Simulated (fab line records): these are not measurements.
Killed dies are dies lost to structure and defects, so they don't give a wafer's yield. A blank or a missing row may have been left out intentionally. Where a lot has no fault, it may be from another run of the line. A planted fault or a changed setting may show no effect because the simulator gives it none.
Which tool was responsible?	flow n5-finfet	11 lots, 31 wafers sampled, at 2 steps of a route of 1938

WHAT EACH GAUGE READ, for each wafer
N5_BEOL_M13_OCD_MEAS_35.
lot	measured	on	trench-depth-nm (nm)
L956	day 11 05:34	ocd-01	409 423 413
L958	day 11 06:14	ocd-02	409 412 408
L957	day 11 08:35	ocd-02	419 407 407
L960	day 11 21:58	ocd-02	416 412 418
L961	day 12 08:52	ocd-01	415 413 420
L971	day 14 05:37	ocd-01	406 416
L969	day 14 09:28	ocd-01	425 408
L972	day 15 03:32	ocd-02	408 418 421
L973	day 15 06:23	ocd-01	411 421 420
L975	day 15 10:38	ocd-01	417 410 411
L978	day 16 20:52	ocd-01	420 406 416

TOOL THAT RAN EACH LOT (tool first, then ch and the chambers of the sampled wafers, then the start)
lot	N5_BEOL_M13_DESCUM_33
L956	rie-diel-02 ch 0,1,3, day 11 04:59
L958	rie-diel-02 ch 0,1,2, day 11 05:40
L957	rie-diel-03 ch 2,3, day 11 08:01
L960	rie-diel-02 ch 0,2, day 11 21:24
L961	rie-diel-02 ch 0,1,2, day 12 08:17
L971	rie-diel-03 ch 0,1, day 14 05:02
L969	rie-diel-06 ch 0,3, day 14 08:53
L972	rie-diel-03 ch 0,2,3, day 15 02:57
L973	rie-diel-03 ch 0,1,3, day 15 05:48
L975	rie-diel-06 ch 1,2,3, day 15 10:04
L978	rie-diel-03 ch 2,3, day 16 20:17
- N5_BEOL_M13_DESCUM_33: chemistry O2, time 7.9 s.

AS READ BY THE TOOLS THEMSELVES (means over the sampled wafers that have a number; for cases with no such wafer, the mark the record gives instead)
N5_BEOL_M13_DESCUM_33.
lot	tool	drypump-motor-current-A (A)	oes-product-au (a.u.)	rf-fwd-power-W (W)	rf-vpp-V (V)	showerhead-plenum-p-Torr (Torr)	throttle-valve-pct (%)
L956	rie-diel-02	5.9	0.82	49.47	244.3	2.20	20.19
L958	rie-diel-02	6.1	0.75	49.25	243.8	2.12	20.35
L957	rie-diel-03	5.3	0.80	49.27	242.1	2.02	20.50
L960	rie-diel-02	6.1	0.78	49.51	243.7	2.13	20.36
L961	rie-diel-02	6.1	0.74	49.47	243.7	2.12	20.35
L971	rie-diel-03	6.2	0.77	49.21	243.4	2.09	20.55
L969	rie-diel-06	5.9	0.85	49.39	244.4	2.12	20.26
L972	rie-diel-03	5.7	0.81	49.28	242.0	2.02	20.47
L973	rie-diel-03	6.0	0.80	49.21	243.0	2.08	20.52
L975	rie-diel-06	5.7	0.81	49.22	243.5	2.14	20.29
L978	rie-diel-03	5.4	0.80	49.40	242.6	2.02	20.50

THE ANSWER, worked out from the rows above alone
Rule: what is usual is taken from the lots themselves. The widest of any qualifying gaps counts: lots, ordered by their means at a reading, are off when they make up no more than a third of the lots, leave a main group of 4 or more, and stand apart from it by 3 or more times the standard deviation of that group's means. A main group whose means are all the same, to the digits that the tables above print for the reading, isn't used. A lot without any number at a reading at which 4 lots or more have one is off too. Any other lot the step has rows for is counted as sound. First the gauges in route order, then the tools' own readings, where a lot's mean is used as printed above. At the first step where some lot is off, the reading lying furthest off is the one used; lots without a number count as furthest.
Nothing can be told from this: no lot is off at any reading shown.

WHAT THE SIMULATOR HAD INSERTED
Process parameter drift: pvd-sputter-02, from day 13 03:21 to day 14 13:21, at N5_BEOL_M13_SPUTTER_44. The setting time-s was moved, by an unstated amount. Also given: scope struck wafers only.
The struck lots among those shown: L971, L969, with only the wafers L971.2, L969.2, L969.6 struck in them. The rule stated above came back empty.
